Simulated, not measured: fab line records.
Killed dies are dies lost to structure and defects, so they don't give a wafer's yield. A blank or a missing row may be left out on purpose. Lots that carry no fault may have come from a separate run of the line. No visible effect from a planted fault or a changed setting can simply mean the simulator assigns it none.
Struck lot and sound lot, side by side	flow nand_harc	15 out of 1302 route steps
Sound: the wafers L267.3, L267.4, L267.5. Struck: wafers L258.1, L258.4. (L258.3 of the same lot was not struck and is left out.) The cause comes at the end.
Per side, at each step with rows, come the tool, then ch with its chambers, and then its first start. Under that, the readings that differ: sound wafers	struck wafers	difference of the means	sigmas: that difference in standard deviations of wafers without a fault.
alike: words and numbers the same on both sides, and readings whose means are apart by under 2 such deviations; not compared: readings that were withheld, readings missing a value for some wafer, numbers with overlapping values and no deviation given by the record, and bounds like >300 which may hide the same value.
The two part at a step that has a row with sigmas, a row that says differs or no value, or rows on one side only. Non-overlapping numbers with no deviation appear without sigmas and do not part them. A reading missing from all wafers of one side parts the sides only when that side holds two or more wafers.

first, 8 steps without rows for these wafers: NHARC_A_CHANNEL_HOLE_D1_COAT_36 (time 75 s); NHARC_A_CHANNEL_HOLE_D1_COAT_37 (time 65 s); NHARC_A_CHANNEL_HOLE_D1_COAT_04 (resist thk 90 nm); NHARC_A_CHANNEL_HOLE_D1_SOFTBAKE_05 (time 55 s); NHARC_A_CHANNEL_HOLE_D1_EBR_06; NHARC_A_CHANNEL_HOLE_D1_EXPOSE_07 (exposes mask HOLE D1, target cd 100 nm); NHARC_A_CHANNEL_HOLE_D1_PEB_08 (peb time 65 s); NHARC_A_CHANNEL_HOLE_D1_DEVELOP_09 (develop time 35 s).
NHARC_A_CHANNEL_HOLE_D1_CD_MEAS_10: the cd target is 100 nm.
  sound on cd_sem-02 ch 0, day 16 20:56; struck on cd_sem-03 ch 0, day 13 00:10
  alike: cd_nm
NHARC_A_CHANNEL_HOLE_D1_OVL_MEAS_11:
  sound on overlay-01, day 16 21:01; struck on overlay-02, day 13 00:16
  alike: overlay_x_nm, overlay_y_nm
NHARC_A_CHANNEL_HOLE_D1_INSPECT_12:
  sound on defect_inspect-02, day 16 21:03; struck on defect_inspect-02, day 13 00:18
  alike: raw_defect_count
NHARC_A_CHANNEL_HOLE_D1_DESCUM_15: chemistry O2, time 3 s.
  sound on rie_diel-13 ch 1,3, day 16 21:07; struck on rie_diel-09 ch 0,1, day 13 00:22
  alike: drypump_motor_current_A, oes_product_au, rf_vpp_V, showerhead_plenum_p_Torr, throttle_valve_pct
  not compared: rf_hours_counter_h
NHARC_A_CHANNEL_HOLE_D1_ETCH_38: etches the open film in CF4, target depth 39 nm, time 65 s.
  sound on rie_diel-13 ch 0,1, day 16 21:11; struck on rie_diel-09 ch 0, day 13 00:28
reading	sound	struck	difference	sigmas
oes_product_au (a.u.)	0.996 0.999 1.002	0.860 0.861	-0.138	-16
  alike: drypump_motor_current_A, rf_fwd_power_W, rf_vpp_V, showerhead_plenum_p_Torr, throttle_valve_pct
  not compared: rf_hours_counter_h
NHARC_A_CHANNEL_HOLE_D1_ETCH_39: etches the open film in N2/H2, target depth 260 nm, time 325 s.
  sound on rie_diel-13 ch 0,2,3; struck on rie_diel-09 ch 0,2
  alike: drypump_motor_current_A, h2_flow_sccm, oes_product_au, rf_fwd_power_W, rf_vpp_V, showerhead_plenum_p_Torr, throttle_valve_pct
  not compared: rf_hours_counter_h
-- record jumps: 16 days between struck wafers' starts before vs after; left off in module A_CHANNEL_HOLE_D1, resumes in module END, first step shown is number 1302 of the route --
NHARC_END_SORT_01:
  here the record holds rows for the struck wafers (prober-01 ch 0, day 28 22:10) but none for the sound ones

== WHERE THEY PART ==
First at NHARC_A_CHANNEL_HOLE_D1_ETCH_38; last, within this record, at NHARC_END_SORT_01.

WHY: what had been put in by the simulator
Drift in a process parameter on rie_diel-09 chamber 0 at NHARC_A_CHANNEL_HOLE_D1_ETCH_38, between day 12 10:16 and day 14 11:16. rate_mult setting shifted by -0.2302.
